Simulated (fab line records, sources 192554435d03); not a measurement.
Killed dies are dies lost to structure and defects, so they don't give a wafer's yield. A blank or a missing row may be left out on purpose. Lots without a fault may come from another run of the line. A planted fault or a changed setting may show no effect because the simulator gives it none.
fab line records | flow n5_finfet
record lots=5 wafers=14 last_day=17
route steps=1938 shown BEOL_M3@957 BEOL_M4@1111 PASSIVATION@1936
lots that met no fault: from a run of the same line without faults
start_h: hours from the record's first day to the start of the lot's first wafer shown | wait_h: hours since the lot's step before | " the same as in the row above | L1.1+2: a row that stands for several wafers | - no value, or no start given | * or withheld: withheld | < > ~ a bound
route shown NAME@n: a module of which the file shows steps, and the number in the route of the first | usual: mean/standard deviation of fault-free wafers | same: alike in all rows | chamber/n: place in a boat | sites: the reading at each site | _std_site: their standard deviation | _edge_site: outer sites' mean less inner sites' | radius_mm: how far each site lies from the wafer's centre | mask NAME#n: copy n | behind: the tool/chamber that last shaped the wafer | hold: why the lot was held/for how many hours/how that ended | device: the transistor (n, p or np) that didn't switch | end of line: the same wafers' tests at the end of the route | a step without rows: its recipe alone | killed: dies lost to structure and defects at the first sort, not the wafer's yield | map: a wafer's dies, x killed, . not, _ none there
set.NAME: the setting as run; set.NAME@STEP: as run at that earlier step | model.NAME: the simulator's own value behind a step, which no gauge read
lots at some steps of the route; a table a step, a row a wafer
services: from which hour (start_h, from the record's first day; less than 0 if before it) a tool's chamber was out of use, for how many hours, and why
## steps
# step N5_BEOL_M3_COAT_67
# recipe resist=SOC temp_c=250 time_s=60 spin_rpm=1500 resist_thk_nm=60
# step N5_BEOL_M3_COAT_68
# recipe resist=SiARC temp_c=220 time_s=60 spin_rpm=1500 resist_thk_nm=12
# step N5_BEOL_M3_COAT_76
# recipe resist=underlayer temp_c=205 time_s=60 spin_rpm=1500 resist_thk_nm=5
# step N5_BEOL_M3_COAT_22
# recipe resist=CAR-EUV spin_rpm=1500 resist_thk_nm=30
# step N5_BEOL_M3_EBR_24
# recipe solvent=PGMEA ebr_width_mm=1.5
# step N5_BEOL_M3_SOFTBAKE_23
# recipe temp_c=110 time_s=60 resist=CAR-EUV
# step N5_BEOL_M3_EXPOSE_25
# recipe mask_id=V2 na=0.33 source_shape=quasar sigma_inner=0.2 sigma_outer=0.8 polarization=unpolarized defocus_nm=5 dose_mj=63
# step N5_BEOL_M3_PEB_26
# recipe peb_temp_c=100 peb_time_s=60 resist=CAR-EUV
# step N5_BEOL_M3_DEVELOP_27
# recipe develop_time_s=30 developer=TMAH resist=CAR-EUV rinse_liquid=surfactant_rinse dry=air_spin dev_temp_c=23
# step N5_BEOL_M3_CD_MEAS_28
# recipe target_cd_nm=25.7 landing_energy_ev=500 detector=se_inlens target_cd_y_nm=23.3 polarity=opening
# usual cd_nm=25.7/0.31
# columns lot.wafer tool chamber start_h wait_h cd_nm
L199.2 cd_sem-01 0 166.11 - 25.8
L199.3 " 0 " " 25.8
L199.4 " 0 " " 25.6
L203.1 cd_sem-02 0 189.42 - 25.6
L203.4 " 0 " " 26.1
L208.2 cd_sem-03 0 221.97 - 25.6
L208.3 " 0 " " 25.9
L208.6 " 0 " " 25.6
L214.2 cd_sem-02 0 262.86 - 26.0
L214.3 " 0 " " 25.6
L214.5 " 0 " " 25.8
L215.1 cd_sem-01 0 274.12 - 26.0
L215.3 " 0 " " 26.2
L215.6 " 0 " " 26.2
# step N5_BEOL_M3_OVL_MEAS_29
# recipe points_per_wafer=522
# usual V2_OVL=0.1/0.72
# columns lot.wafer tool chamber start_h wait_h V2_OVL[nm]
L199.2 overlay-02 0 166.14 0.0 1.0
L199.3 " 0 " " 0.9
L199.4 " 0 " " 0.9
L203.1 overlay-02 0 189.45 0.0 -1.0
L203.4 " 0 " " 0.3
L208.2 overlay-02 0 222.01 0.0 -0.9
L208.3 " 0 " " 0.3
L208.6 " 0 " " -0.2
L214.2 overlay-01 0 262.89 0.0 -0.3
L214.3 " 0 " " -0.5
L214.5 " 0 " " -0.5
L215.1 overlay-01 0 274.15 0.0 -0.5
L215.3 " 0 " " -1.2
L215.6 " 0 " " -0.4
# step N5_BEOL_M3_INSPECT_30
# recipe mode=adi inspect_instrument=brightfield
# usual raw_defect_count=394/79
# columns lot.wafer tool chamber start_h wait_h raw_defect_count
L199.2 defect_inspect-02 - 166.19 0.0 355
L199.3 " - " " 364
L199.4 " - " " 460
L203.1 defect_inspect-02 - 189.50 0.1 343
L203.4 " - " " 497
L208.2 defect_inspect-02 - 222.06 0.0 412
L208.3 " - " " 378
L208.6 " - " " 488
L214.2 defect_inspect-02 - 262.95 0.0 338
L214.3 " - " " 464
L214.5 " - " " 497
L215.1 defect_inspect-01 - 274.21 0.1 387
L215.3 " - " " 386
L215.6 " - " " 346
# step N5_BEOL_M3_DESCUM_33
# recipe chemistry=O2 time_s=7 source_power_w=50 bias_power_w=20 pressure_mtorr=20 rf_frequency_hz=2.712e+07 temp_c=40 resist=CAR-EUV o2_flow_sccm=225
# usual drypump_motor_current_A=5.7/0.46 oes_product_au=0.77/0.076 rf_fwd_power_W=49.45/0.18 rf_vpp_V=243.1/1.4 showerhead_plenum_p_Torr=2.10/0.078 throttle_valve_pct=20.51/0.24
# columns lot.wafer tool chamber start_h wait_h drypump_motor_current_A oes_product_au rf_fwd_power_W rf_hours_counter_h rf_vpp_V showerhead_plenum_p_Torr throttle_valve_pct model.CAR-EUV_of_BEOL_M3_COAT_22.thk_nm
L199.2 rie_diel-02 3 166.23 0.0 5.5 0.89 49.34 42 245.2 2.25 20.40 26
L199.3 " 1 " " 6.2 0.74 49.70 188 242.3 2.06 20.22 26.2
L199.4 " 2 " " 5.6 0.73 49.28 215 242.2 1.99 20.51 26
L203.1 rie_diel-02 1 189.54 0.0 6.2 0.73 - 194 242.7 2.06 20.22 26.4
L203.4 " 3 " " 5.5 0.87 49.06 50 245.8 2.25 20.42 26.2
L208.2 rie_diel-03 0 222.11 0.0 5.6 0.71 49.43 234 244.7 2.14 20.81 26
L208.3 " 2 " " 5.3 0.69 49.76 243 243.3 2.14 20.69 26
L208.6 " 1 " " 5.7 0.74 49.40 - 242.2 2.01 20.85 26
L214.2 rie_diel-01 0 262.98 0.0 5.5 0.85 49.61 58 243.5 2.10 20.05 26
L214.3 " 1 " " 6.6 0.66 49.56 255 240.3 1.96 20.11 26
L214.5 " 3 " " 6.6 0.72 49.33 - 243.7 2.17 20.74 26.2
L215.1 rie_diel-01 0 274.24 0.0 5.5 0.84 49.49 62 244.5 2.10 20.06 26
L215.3 " 2 " " 5.7 0.99 49.46 2 242.9 2.08 20.66 26.2
L215.6 " 3 " " 6.6 0.72 49.48 - 243.5 2.17 20.75 26
# step N5_BEOL_M3_ETCH_77
# recipe chemistry=N2/H2 target=underlayer target_depth_a=65 mask_material=CAR-EUV time_s=5.2 ion_energy_ev=200 pressure_mtorr=30 source_w=840 bias_w=150 n2_flow_sccm=200 h2_flow_sccm=200 ends=cleared
# usual drypump_motor_current_A=5.7/0.46 etch_rf_on_time_s=5.19/0.13 oes_product_au=0.66/0.061 rf_fwd_power_W=819.4/2.6 rf_vpp_V=523.6/2.9 showerhead_plenum_p_Torr=2.53/0.085 throttle_valve_pct=17.88/0.27
# columns lot.wafer tool chamber start_h wait_h drypump_motor_current_A etch_rf_on_time_s oes_product_au rf_fwd_power_W rf_hours_counter_h rf_vpp_V showerhead_plenum_p_Torr throttle_valve_pct
L199.2 rie_diel-02 3 166.26 0.0 5.5 5.25 0.75 818.9 42 530.5 2.66 17.45
L199.3 " 1 " " 6.3 5.09 0.63 821.3 188 524.0 2.53 17.88
L199.4 " 2 " " 5.6 5.11 0.62 818.0 215 520.9 2.41 17.86
L203.1 rie_diel-02 1 189.57 0.0 6.3 5.13 0.63 819.0 194 522.7 2.53 17.89
L203.4 " 3 " " 5.5 5.24 0.73 819.0 50 526.9 2.66 17.45
L208.2 rie_diel-03 0 222.14 0.0 5.7 5.10 0.61 817.1 234 524.9 2.61 18.29
L208.3 " 2 " " 5.3 5.11 0.59 823.2 243 525.6 2.59 17.99
L208.6 " 1 " " 5.7 5.08 0.63 816.7 - 521.2 2.44 18.22
L214.2 rie_diel-01 0 263.01 0.0 5.5 5.18 0.73 818.0 58 524.5 2.57 17.49
L214.3 " 1 " " 6.6 5.21 0.57 815.9 255 521.3 2.39 17.63
L214.5 " 3 " " 6.6 5.10 0.61 820.2 - 525.7 2.64 18.23
L215.1 rie_diel-01 0 274.28 0.0 5.6 5.19 0.72 823.3 62 525.3 2.57 17.51
L215.3 " 2 " " 5.7 5.06 0.85 817.1 2 523.5 2.47 17.75
L215.6 " 3 " " 6.6 5.16 0.59 816.9 - 526.1 2.64 18.22
# step N5_BEOL_M4_RC_MEAS_101
# usual DIBL_N=36.0/2.5 DIBL_P=36.7/3 IOFF_N=0.16/0.043 IOFF_P=0.21/0.049 ION_N=673/15 ION_P=461/9.8 SS_N=71.5/0.83 SS_P=73.4/0.83 VT_N=250/4 VT_P=-251/4
# columns lot.wafer tool chamber start_h wait_h DIBL_N[mV/V] DIBL_P[mV/V] IOFF_N[nA/um] IOFF_P[nA/um] ION_N[uA/um] ION_P[uA/um] SS_N[mV/dec] SS_P[mV/dec] VT_N[mV] VT_P[mV]
L199.2 prober-01 0 187.02 0.2 36.6 39.1 0.19 0.27 695 485 73.0 73.5 244 -246
L199.3 " 0 " " 36.0 37.3 0.18 0.23 680 470 71.8 73.0 248 -248
L199.4 " 0 " " 34.8 33.7 0.13 0.17 652 455 72.1 72.7 254 -251
L203.1 prober-01 0 216.05 0.0 37.5 38.8 0.17 0.23 670 458 71.5 75.1 251 -251
L203.4 " 0 " " 35.0 35.9 0.13 0.19 665 456 71.3 73.1 254 -253
L208.2 prober-01 0 239.56 0.2 36.3 33.3 0.13 0.15 656 444 71.6 72.4 256 -258
L208.3 " 0 " " 38.1 39.2 0.18 0.26 668 460 72.2 74.2 251 -250
L208.6 " 0 " " 39.1 37.0 0.19 0.21 680 453 72.6 73.7 250 -252
L214.2 prober-02 0 288.42 0.2 33.4 34.1 0.10 0.14 640 445 70.4 73.1 257 -256
L214.3 " 0 " " 40.5 42.6 0.25 0.28 683 463 72.7 75.8 248 -250
L214.5 " 0 " " 37.1 39.3 0.18 0.23 681 462 72.0 74.0 248 -252
L215.1 prober-01 0 295.98 0.0 36.8 37.8 0.19 0.24 669 461 71.8 73.0 247 -247
L215.3 " 0 " " 37.7 39.8 0.22 0.29 701 474 72.4 74.1 242 -244
L215.6 " 0 " " 35.7 35.9 0.17 0.21 662 451 72.0 73.8 248 -250
# step N5_PASSIVATION_PROBE_49
# usual defect_limited_yield=91.1/1.5 killed_at_M0_to_M3=37/11 killed_at_M4_up=13/5.6 killed_at_contacts=12/5.6 killed_at_front_end=39/11 killed_at_other=4/3.1 killed_dies=105/18 killed_open=69/13 killed_short=35/7.4 sort_bin_5_function=5.1/0.92 sort_bin_6_memory=3.4/0.76 sort_bin_8_speed=0.02/0.11 sort_n_pass=1075/18 sort_yield_pct=91.1/1.5
# same gross_dies=1180 killed_at_back_side=0 sort_bin_4_leakage[%]=0
# columns lot.wafer tool chamber start_h wait_h defect_limited_yield[%] killed_at_M0_to_M3 killed_at_M4_up killed_at_contacts killed_at_front_end killed_at_other killed_dies killed_open killed_short sort_bin_5_function[%] sort_bin_6_memory[%] sort_bin_8_speed[%] sort_n_pass sort_yield_pct[%]
L203.4 prober-02 - 324.56 0.2 89.6 39 16 8 59 1 123 80 43 5.5 4.5 0 1057 89.6
L208.2 prober-01 - 354.98 0.1 93.6 28 7 4 33 4 76 53 23 4.2 2.0 0.08 1103 93.5
L208.3 prober-01 - 355.03 0.1 93.2 19 17 15 28 1 80 61 19 3.6 3.1 0 1100 93.2
L208.6 prober-01 - 355.18 0.3 95.1 17 9 6 24 2 58 47 11 3.1 1.7 0 1122 95.1
L214.3 prober-02 - 391.92 0.1 91.9 29 8 11 45 3 96 70 25 3.9 3.8 0 1084 91.9
L214.5 prober-02 - 392.02 0.2 90.3 48 16 3 44 4 115 78 37 5.5 4.0 0 1065 90.3
# killed by level:class
L203.4 STI_FIN_REVEAL:geometric_particle:open=26 BEOL_M0_SAQP:geometric_particle:open=13 BEOL_M0_SAQP:geometric_particle:short=9 ILD0:geometric_particle:short=7 BEOL_M1:geometric_particle:open=6 MOL_CONTACT_COAG:geometric_particle:open=5 BEOL_M0:geometric_particle:open=5 STARTING-WAFER:geometric_particle:short=5
L208.2 FIN_SAQP:geometric_particle:open=8 BEOL_M1:geometric_particle:open=7 BEOL_M0_SAQP:geometric_particle:short=5 BEOL_M0_SAQP:geometric_particle:open=5 BEOL_M3:geometric_particle:open=5 GATE_CUT:geometric_particle:open=4 STI_FIN_REVEAL:geometric_particle:open=3 MOL_CONTACT_COAG:geometric_particle:open=3
L208.3 MOL_CONTACT_COAG:geometric_particle:open=15 DUMMY_GATE:geometric_particle:open=9 FIN_SAQP:geometric_particle:short=6 BEOL_M4:geometric_particle:open=6 BEOL_M5:geometric_particle:open=5 STI_FIN_REVEAL:geometric_particle:open=4 BEOL_M1:geometric_particle:open=4 BEOL_M3:geometric_particle:open=4
L208.6 FIN_SAQP:geometric_particle:open=11 BEOL_M1:geometric_particle:open=7 BEOL_M4:geometric_particle:open=6 MOL_CONTACT_COAG:geometric_particle:open=5 FIN_SAQP:geometric_particle:short=3 BEOL_M3:geometric_particle:open=3 STARTING-WAFER:geometric_particle:open=3 STI_FIN_REVEAL:geometric_particle:open=2
L214.3 FIN_SAQP:geometric_particle:open=12 BEOL_M3:geometric_particle:open=12 MOL_CONTACT_COAG:geometric_particle:open=9 STI_FIN_REVEAL:geometric_particle:open=7 DUMMY_GATE:geometric_particle:open=5 GATE_CUT:geometric_particle:open=5 BEOL_M1:geometric_particle:open=4 GATE_CUT:geometric_particle:short=3
L214.5 BEOL_M2:geometric_particle:open=13 FIN_SAQP:geometric_particle:open=10 BEOL_M4:geometric_particle:open=10 STI_FIN_REVEAL:geometric_particle:open=7 BEOL_M0_SAQP:geometric_particle:open=7 GATE_CUT:geometric_particle:short=6 BEOL_M1:geometric_particle:open=6 DUMMY_GATE:geometric_particle:open=5
## services
# columns tool chamber start_h hours kind
rie_diel-02 - 204.96 14.6 pm
rie_diel-01 3 218.89 5.0 repair
rie_diel-02 0 225.17 5.2 repair
rie_diel-01 2 237.75 12.4 repair
rie_diel-03 2 244.14 - clean
rie_diel-03 2 244.14 - consumable_replace:focus_ring
rie_diel-03 2 244.14 16.8 scheduled_down
rie_diel-03 2 244.14 16.8 vent_cycle
rie_diel-01 2 250.55 - clean
rie_diel-01 2 250.55 - consumable_replace:focus_ring
rie_diel-01 2 250.55 18.5 scheduled_down
rie_diel-01 2 250.55 18.5 vent_cycle
rie_diel-01 1 269.04 - clean
rie_diel-01 1 269.04 - consumable_replace:focus_ring
rie_diel-01 1 269.04 - consumable_replace:showerhead
rie_diel-01 1 269.04 21.5 scheduled_down
rie_diel-01 1 269.04 21.5 vent_cycle
rie_diel-03 0 270.19 - clean
rie_diel-03 0 270.19 - consumable_replace:focus_ring
rie_diel-03 0 270.19 14.2 scheduled_down
rie_diel-03 0 270.19 14.2 vent_cycle
## key
first_sign none at tools or gauges
model_effect step=N5_BEOL_M3_DESCUM_33 value=CAR-EUV_of_BEOL_M3_COAT_22.thk_nm without=26 struck=26.4
met_at N5_BEOL_M3_DESCUM_33
struck_wafers L203.1
onset_between 166.23 189.54
fault kind=process_parameter_drift tool=rie_diel-02 chamber=- onset_h=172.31 steps=N5_BEOL_M3_DESCUM_33 channel=time_s offset=* shape=step end_h=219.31 scope=struck_wafers_only acts_in=* stated=*
